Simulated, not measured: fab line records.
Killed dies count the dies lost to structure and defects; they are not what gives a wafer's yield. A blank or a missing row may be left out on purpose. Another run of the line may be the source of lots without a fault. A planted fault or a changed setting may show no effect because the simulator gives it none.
Chamber matching / flow n5-finfet / 4 sister chambers for N5_DUMMY_GATE_ETCH_36 on rie-diel-03
The step etches SiARC in CF4, target depth 13 nm. 4 wafers are shown with their chamber, then 9 later ones without.

WAFERS WITH THEIR CHAMBER
wafer=L084.2; chamber=1; showerhead-plenum-p-Torr (Torr)=2.08
wafer=L084.3; chamber=2; showerhead-plenum-p-Torr (Torr)=2.23
wafer=L090.5; chamber=3; showerhead-plenum-p-Torr (Torr)=2.03
wafer=L090.6; chamber=0; showerhead-plenum-p-Torr (Torr)=2.13

WAFERS WITH NO CHAMBER GIVEN
wafer=L091.1; showerhead-plenum-p-Torr (Torr)=2.13
wafer=L091.4; showerhead-plenum-p-Torr (Torr)=2.22
wafer=L091.5; showerhead-plenum-p-Torr (Torr)=2.22
wafer=L092.1; showerhead-plenum-p-Torr (Torr)=2.22
wafer=L092.2; showerhead-plenum-p-Torr (Torr)=2.13
wafer=L092.5; showerhead-plenum-p-Torr (Torr)=2.13
wafer=L096.1; showerhead-plenum-p-Torr (Torr)=2.13
wafer=L096.4; showerhead-plenum-p-Torr (Torr)=2.22
wafer=L096.5; showerhead-plenum-p-Torr (Torr)=2.13

CHAMBER TAKEN BY EACH
wafer=L091.1; from the rows above=0; in truth=0
wafer=L091.4; from the rows above=2; in truth=2
wafer=L091.5; from the rows above=2; in truth=2
wafer=L092.1; from the rows above=2; in truth=2
wafer=L092.2; from the rows above=0; in truth=0
wafer=L092.5; from the rows above=0; in truth=0
wafer=L096.1; from the rows above=0; in truth=0
wafer=L096.4; from the rows above=2; in truth=2
wafer=L096.5; from the rows above=0; in truth=0
9 of 9 placed correctly. Left unplaced by these rows: 0. Wrongly placed: 0.
How it was worked out, from the rows above alone: a wafer's distance from a chamber is the root of the sum, over the readings, of the square of ((its reading less the chamber's mean) divided by the reading's scatter). If the next closest chamber is less than 2 further off than the closest, the wafer can't be placed; otherwise it belongs to the closest. The mean given for a chamber averages the wafers shown for that chamber. The scatter: root of mean squared gap, hidden wafer to nearest shown wafer, with one shown wafer a chamber.
